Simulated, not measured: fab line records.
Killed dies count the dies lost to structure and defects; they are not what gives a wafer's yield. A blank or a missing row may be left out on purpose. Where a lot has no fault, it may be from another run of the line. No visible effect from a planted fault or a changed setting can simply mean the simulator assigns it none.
Matching of chambers    flow nandHarc    4 sister chambers for NHARC_A_M1_STRIP_18 on rieDiel-10
The step strips in N2/H2. 8 wafers are shown with their chamber, then 8 later ones without.

WAFERS, EACH WITH ITS CHAMBER
wafer   chamber  drypumpMotorCurrentA (A)  oesProductAu (a.u.)
L413.2  0        6.19                      0.993
L422.1  3        6.10                      0.995
L424.1  1        6.07                      0.990
L424.5  2        5.99                      0.985
L426.1  0        6.15                      1.003
L426.2  3        6.12                      1.002
L426.3  1        6.09                      0.999
L428.1  2        5.98                      1.003

WAFERS MISSING THEIR CHAMBER
wafer   drypumpMotorCurrentA (A)  oesProductAu (a.u.)
L428.2  6.09                      0.998
L428.5  6.11                      0.995
L431.1  6.19                      0.993
L431.3  6.12                      0.995
L431.4  6.11                      0.999
L429.2  6.21                      0.990
L429.4  6.10                      0.997
L429.6  6.22                      0.998

WHICH CHAMBER EACH ONE RAN IN
wafer   from the rows above      in truth
L428.2  can't be placed: 1 or 3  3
L428.5  can't be placed: 3 or 1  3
L431.1  0                        0
L431.3  can't be placed: 3 or 1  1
L431.4  can't be placed: 3 or 1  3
L429.2  0                        0
L429.4  can't be placed: 3 or 1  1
L429.6  0                        0
Correctly placed: 3 of 8. From these rows, 5 cannot be placed; in 5 the true chamber is one of the candidates. Placed wrongly: 0.
How it was worked out, from the rows above alone: a wafer's distance from a chamber is the root of the sum, over the readings, of the square of ((its reading less the chamber's mean) divided by the reading's scatter). If the next closest chamber is less than 2 further off than the closest, the wafer can't be placed; otherwise it belongs to the closest. A chamber's mean is the mean of its shown wafers. The scatter: the root of (the sum of the squares of (reading less its chamber's mean) over the shown wafers, divided by (wafers less chambers)).
